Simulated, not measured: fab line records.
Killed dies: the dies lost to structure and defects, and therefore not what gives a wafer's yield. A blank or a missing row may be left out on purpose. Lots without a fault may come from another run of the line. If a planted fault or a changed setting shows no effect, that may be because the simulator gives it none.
Split-lot experiment / flow n5 finfet / 21 wafers read across 7 lots, on a route 1938 steps long

THE SPLIT
At N5_MIM_BOT_SPUTTER_00 (material TiN, target thk 35 nm, time 89.7 s), the setting time s was moved away from the recipe's 89.7 s on 7 of the 21 wafers read, by +5.6% to +14.0%. This setting was run at the recipe's value on the other wafers.

The reading comes from the split's own step.

THE READING
TiN_of_MIM_BOT_SPUTTER_00.thk nm (the simulator's own value, which no gauge read), in nm, at N5_MIM_BOT_SPUTTER_00 (material TiN, target thk 35 nm, time 89.7 s). The file gives no usual value for it. The 14 wafers here that ran the recipe average 34.8 nm, standard deviation 0.51 nm.

wafer=L075.1; tool, chamber at the split=pvd sputter-03, -; time s as run, s=89.7; against the recipe=recipe; TiN_of_MIM_BOT_SPUTTER_00.thk nm, nm=35; against lot-mates on the recipe=-
wafer=L075.4; tool, chamber at the split=pvd sputter-03, -; time s as run, s=89.7; against the recipe=recipe; TiN_of_MIM_BOT_SPUTTER_00.thk nm, nm=34.6; against lot-mates on the recipe=-
wafer=L075.6; tool, chamber at the split=pvd sputter-03, -; time s as run, s=102.3; against the recipe=+14.0%; TiN_of_MIM_BOT_SPUTTER_00.thk nm, nm=40; against lot-mates on the recipe=+5.2
wafer=L079.1; tool, chamber at the split=pvd sputter-02, -; time s as run, s=94.7; against the recipe=+5.6%; TiN_of_MIM_BOT_SPUTTER_00.thk nm, nm=37.2; against lot-mates on the recipe=+1.6
wafer=L079.2; tool, chamber at the split=pvd sputter-02, -; time s as run, s=89.7; against the recipe=recipe; TiN_of_MIM_BOT_SPUTTER_00.thk nm, nm=35.6; against lot-mates on the recipe=-
wafer=L079.5; tool, chamber at the split=pvd sputter-02, -; time s as run, s=89.7; against the recipe=recipe; TiN_of_MIM_BOT_SPUTTER_00.thk nm, nm=35.6; against lot-mates on the recipe=-
wafer=L084.3; tool, chamber at the split=pvd sputter-03, -; time s as run, s=100.2; against the recipe=+11.7%; TiN_of_MIM_BOT_SPUTTER_00.thk nm, nm=39.2; against lot-mates on the recipe=+4.0
wafer=L084.4; tool, chamber at the split=pvd sputter-03, -; time s as run, s=89.7; against the recipe=recipe; TiN_of_MIM_BOT_SPUTTER_00.thk nm, nm=35.2; against lot-mates on the recipe=-
wafer=L084.6; tool, chamber at the split=pvd sputter-03, -; time s as run, s=100.2; against the recipe=+11.7%; TiN_of_MIM_BOT_SPUTTER_00.thk nm, nm=39; against lot-mates on the recipe=+3.8
wafer=L086.2; tool, chamber at the split=pvd sputter-01, -; time s as run, s=96.33; against the recipe=+7.4%; TiN_of_MIM_BOT_SPUTTER_00.thk nm, nm=37.8; against lot-mates on the recipe=+2.7
wafer=L086.3; tool, chamber at the split=pvd sputter-01, -; time s as run, s=89.7; against the recipe=recipe; TiN_of_MIM_BOT_SPUTTER_00.thk nm, nm=35; against lot-mates on the recipe=-
wafer=L086.5; tool, chamber at the split=pvd sputter-01, -; time s as run, s=89.7; against the recipe=recipe; TiN_of_MIM_BOT_SPUTTER_00.thk nm, nm=35.2; against lot-mates on the recipe=-
wafer=L085.2; tool, chamber at the split=pvd sputter-01, -; time s as run, s=89.7; against the recipe=recipe; TiN_of_MIM_BOT_SPUTTER_00.thk nm, nm=34.2; against lot-mates on the recipe=-
wafer=L085.5; tool, chamber at the split=pvd sputter-01, -; time s as run, s=89.7; against the recipe=recipe; TiN_of_MIM_BOT_SPUTTER_00.thk nm, nm=34.2; against lot-mates on the recipe=-
wafer=L085.6; tool, chamber at the split=pvd sputter-01, -; time s as run, s=89.7; against the recipe=recipe; TiN_of_MIM_BOT_SPUTTER_00.thk nm, nm=34.6; against lot-mates on the recipe=-
wafer=L088.2; tool, chamber at the split=pvd sputter-01, -; time s as run, s=89.7; against the recipe=recipe; TiN_of_MIM_BOT_SPUTTER_00.thk nm, nm=35.2; against lot-mates on the recipe=-
wafer=L088.3; tool, chamber at the split=pvd sputter-01, -; time s as run, s=94.8; against the recipe=+5.7%; TiN_of_MIM_BOT_SPUTTER_00.thk nm, nm=37.6; against lot-mates on the recipe=+2.4
wafer=L088.4; tool, chamber at the split=pvd sputter-01, -; time s as run, s=94.8; against the recipe=+5.7%; TiN_of_MIM_BOT_SPUTTER_00.thk nm, nm=37.2; against lot-mates on the recipe=+2.0
wafer=L090.2; tool, chamber at the split=pvd sputter-01, -; time s as run, s=89.7; against the recipe=recipe; TiN_of_MIM_BOT_SPUTTER_00.thk nm, nm=34.4; against lot-mates on the recipe=-
wafer=L090.6; tool, chamber at the split=pvd sputter-01, -; time s as run, s=89.7; against the recipe=recipe; TiN_of_MIM_BOT_SPUTTER_00.thk nm, nm=34.4; against lot-mates on the recipe=-
wafer=L090.4; tool, chamber at the split=pvd sputter-01, -; time s as run, s=89.7; against the recipe=recipe; TiN_of_MIM_BOT_SPUTTER_00.thk nm, nm=34; against lot-mates on the recipe=-

FIT RESULTS
A straight line over all 21 wafers: TiN_of_MIM_BOT_SPUTTER_00.thk nm changes by +0.38 nm for each +1% of time s; r = +0.97; the points scatter about the line by 0.47 nm.
The same after taking each lot's own level away (the mean of its wafers on the recipe; 21 wafers): +0.351 nm for each +1%; r = +0.99; scatter 0.2 nm.
According to that fit, moving time s by its largest amount changes the reading by 4.9 nm.
From 34.27 to 35.60 nm: that is the span of the lots' own levels, equal to 2.6 times the standard deviation above.
Hence the lot-to-lot level has little effect on the slope; both slopes agree.
Check: with one of the wafers moved furthest among these (+14.0%) left out of the fit, the line predicts +4.8 nm for it against its lot-mates. It came out at +5.2 nm against them.

ADDITIONAL SPLITS CARRIED BY THESE WAFERS
Before the reading, these wafers also passed through other splits. Each is held against what the fit with the lots' levels taken away leaves over:
other split on the same wafers=N5_BEOL_M10_COAT_22 spin rpm; wafers away from the commonest value=8; r with TiN_of_MIM_BOT_SPUTTER_00.thk nm (lot level and that fit taken away)=+0.35
other split on the same wafers=N5_BEOL_M11_EXPOSE_25 dose mj; wafers away from the commonest value=8; r with TiN_of_MIM_BOT_SPUTTER_00.thk nm (lot level and that fit taken away)=-0.02
other split on the same wafers=N5_BEOL_M11_ETCH_66 time s; wafers away from the commonest value=7; r with TiN_of_MIM_BOT_SPUTTER_00.thk nm (lot level and that fit taken away)=-0.18
other split on the same wafers=N5_BEOL_M13_COAT_65 spin rpm; wafers away from the commonest value=3; r with TiN_of_MIM_BOT_SPUTTER_00.thk nm (lot level and that fit taken away)=-0.29
other split on the same wafers=N5_BEOL_M14_PEB_08 peb temp c; wafers away from the commonest value=9; r with TiN_of_MIM_BOT_SPUTTER_00.thk nm (lot level and that fit taken away)=-0.02
other split on the same wafers=N5_BEOL_M14_ETCH_59 time s; wafers away from the commonest value=6; r with TiN_of_MIM_BOT_SPUTTER_00.thk nm (lot level and that fit taken away)=+0.16

FILE'S OWN FIT
TiN_of_MIM_BOT_SPUTTER_00.thk nm changes by +0.354 nm for each +1% of time s, r = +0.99.
